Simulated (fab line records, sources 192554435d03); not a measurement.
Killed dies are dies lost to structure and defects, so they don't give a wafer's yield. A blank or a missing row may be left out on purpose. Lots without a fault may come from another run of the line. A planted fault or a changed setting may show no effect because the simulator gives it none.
Split-lot experiment | flow n5_finfet | 7 lots, 21 wafers read, on a route of 1938 steps

THE SPLIT
At N5_BEOL_M7_COAT_59 (time 60 s, resist thk 100 nm), the setting spin_rpm was moved away from the recipe's 1500 rpm on 6 of the 21 wafers read, by -10.9% to +10.0%. The other wafers ran this setting at the recipe's value.

The reading is taken at the split's own step.

THE READING
SOC_of_BEOL_M7_COAT_59.thk_nm (the simulator's own value, which no gauge read), in nm, at N5_BEOL_M7_COAT_59 (time 60 s, resist thk 100 nm). The file gives no usual value for it. The 15 wafers here that ran the recipe average 100.3 nm, standard deviation 0.35 nm.

wafer  | tool, chamber at the split | spin_rpm as run, rpm | against the recipe | SOC_of_BEOL_M7_COAT_59.thk_nm, nm | against lot-mates on the recipe
L074.1 | litho_track-01, 0          | 1650                 | +10.0%             | 95.4                              | -4.8
L074.3 | litho_track-01, 0          | 1500                 | recipe             | 100.2                             | -
L074.5 | litho_track-01, 0          | 1500                 | recipe             | 100.2                             | -
L078.1 | litho_track-04, 0          | 1403                 | -6.5%              | 103.4                             | +3.1
L078.2 | litho_track-04, 0          | 1500                 | recipe             | 100.2                             | -
L078.5 | litho_track-04, 0          | 1500                 | recipe             | 100.4                             | -
L080.1 | litho_track-04, 0          | 1500                 | recipe             | 99.6                              | -
L080.3 | litho_track-04, 0          | 1500                 | recipe             | 99.6                              | -
L080.4 | litho_track-04, 0          | 1337                 | -10.9%             | 105.8                             | +6.2
L086.1 | litho_track-01, 0          | 1500                 | recipe             | 100.6                             | -
L086.3 | litho_track-01, 0          | 1500                 | recipe             | 100.2                             | -
L086.4 | litho_track-01, 0          | 1500                 | recipe             | 100.4                             | -
L088.1 | litho_track-01, 0          | 1343                 | -10.5%             | 106.2                             | +5.4
L088.2 | litho_track-01, 0          | 1500                 | recipe             | 100.8                             | -
L088.3 | litho_track-01, 0          | 1500                 | recipe             | 100.8                             | -
L087.1 | litho_track-01, 0          | 1500                 | recipe             | 100.2                             | -
L087.3 | litho_track-01, 0          | 1500                 | recipe             | 100.2                             | -
L087.2 | litho_track-01, 0          | 1500                 | recipe             | 100.6                             | -
L096.2 | litho_track-01, 0          | 1500                 | recipe             | 100                               | -
L096.3 | litho_track-01, 0          | 1336                 | -10.9%             | 106.2                             | +6.2
L096.6 | litho_track-01, 0          | 1336                 | -10.9%             | 106.2                             | +6.2

THE FIT
A straight line over all 21 wafers: SOC_of_BEOL_M7_COAT_59.thk_nm changes by -0.525 nm for each +1% of spin_rpm; r = -0.99; the points scatter about the line by 0.35 nm.
The same after taking each lot's own level away (the mean of its wafers on the recipe; 21 wafers): -0.535 nm for each +1%; r = -1.00; scatter 0.23 nm.
On that fit, the largest move of spin_rpm shifts the reading by 5.8 nm.
The lots' own levels span 99.60 to 100.80 nm, that is 3.5 times the standard deviation above.
So the lot-to-lot level changes the slope little: the two slopes agree.
Check: with one of the wafers moved furthest among these (-10.9%) left out of the fit, the line predicts +5.82 nm for it against its lot-mates. It came out at +6.2 nm against them.

OTHER SPLITS ON THESE WAFERS
These wafers also went through other splits before the reading. Each is held against what the fit with the lots' levels taken away leaves over:
other split on the same wafers     | wafers away from the commonest value | r with SOC_of_BEOL_M7_COAT_59.thk_nm (lot level and that fit taken away)
N5_BEOL_M4_COAT_22 spin_rpm        | 8                                    | -0.40
N5_BEOL_M5_COAT_05 spin_rpm        | 8                                    | +0.16
N5_BEOL_M5_ETCH_72 source_w        | 4                                    | +0.02
N5_BEOL_M5_TRENCH_ETCH_37 source_w | 9                                    | -0.04
N5_BEOL_M5_ETCH_41 source_w        | 7                                    | -0.22

THE FILE'S OWN FIT
SOC_of_BEOL_M7_COAT_59.thk_nm changes by -0.531 nm for each +1% of spin_rpm, r = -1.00.
